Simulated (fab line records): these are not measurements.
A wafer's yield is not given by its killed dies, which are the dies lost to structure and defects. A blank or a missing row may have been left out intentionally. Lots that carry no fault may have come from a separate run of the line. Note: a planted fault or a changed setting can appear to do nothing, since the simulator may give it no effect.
8D (eight disciplines) problem report, filled in by code / flow nand-harc / the parts of the form that need people (team, actions taken, sign-off) are left out

== 1. PROBLEM STATEMENT ==
killed-at-array at NHARC_END_SORT_01 reads a mean of 118 on 6 wafers of 2 lots; wafers without a fault read 26 with a standard deviation of 9.7. That is +9.5 standard deviations from the usual mean.
Earliest sighting: wafer L840.2 on prober-02 at day 22 12:08. At this step, 6 wafers from 2 lots have a number in the record. Rule for "out", or "out of limits": more than 4 standard deviations from the usual mean. The other wafers with a number count as sound.

== 2. WHAT IT IS, WHAT IT ISN'T ==
question=which readings at this step; is=killed-at-array, killed-dies; is not=killed-at-other, killed-at-periphery, killed-open
question=which lots; is=L840, L841; is not=-
question=which wafers of those lots; is=all that have a number; is not=-
question=read on which gauges; is=prober-01, prober-02; is not=-
question=when; is=from day 22 12:08; is not=up to then (0 sound wafers)

== 3. SUSPECTS, AND WHAT RULES EACH OUT ==
Counting: a tool at any process step up to the reading remains a suspect when it ran all the lots that are out and ran no sound lot after the first of those.
- the gauge at NHARC_END_SORT_01: ruled out. 2 gauges (prober-01, prober-02) read the wafers that are out.
- har-cap-etch-03 at NHARC_A_CONTACT_ETCH_119 (etches the open film in C4F8/O2/Ar, time 94 s, target depth 922 nm): kept. It ran every lot that is out, first L840 (day 19 20:55), and no sound lot after that.
- pvd-sputter-02 at NHARC_THIN_TSV_PRE_CLEAN_54 (time 30 s): kept. It ran every lot that is out, first L840 (day 22 00:05), and no sound lot after that.
The count leaves pvd-sputter-02 at NHARC_THIN_TSV_PRE_CLEAN_54 and har-cap-etch-03 at NHARC_A_CONTACT_ETCH_119.

== 4. THE CAUSE (what the simulator had put in) ==
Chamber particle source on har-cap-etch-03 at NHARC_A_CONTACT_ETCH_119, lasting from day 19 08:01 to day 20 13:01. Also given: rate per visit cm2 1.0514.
This tool is one of the 2 suspects left after counting.

== 5. THE CHAIN OF EFFECTS, in route order ==
One row per reading whose mean, taken over the struck wafers that have a number, lies over 3 standard deviations from the usual. Only readings for which the record gives a usual standard deviation are gone through. hours: the time from each lot's start at the first step in this table that gives one to its start at this step, as a median over the lots. sigmas: the change in usual standard deviations.
hours=0; step=NHARC_END_SORT_01; reading=killed-at-array; usual=26; on struck wafers=118; change=+92; sigmas=+9.5
hours=0; step=NHARC_END_SORT_01; reading=killed-dies; usual=31; on struck wafers=120; change=+88; sigmas=+9.1

== 6. HOW IT WOULD HAVE BEEN CAUGHT EARLIER ==
76 hours passed between the start of the fault at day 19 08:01 and the first reading out of limits at a measuring or inspecting step in this record, taken at day 22 12:08.
By day 22 12:08 the whole set of lots that are out, 2 in number, had already begun NHARC_A_CONTACT_ETCH_119 on har-cap-etch-03. A hold on the tool at that time would have spared none of them.
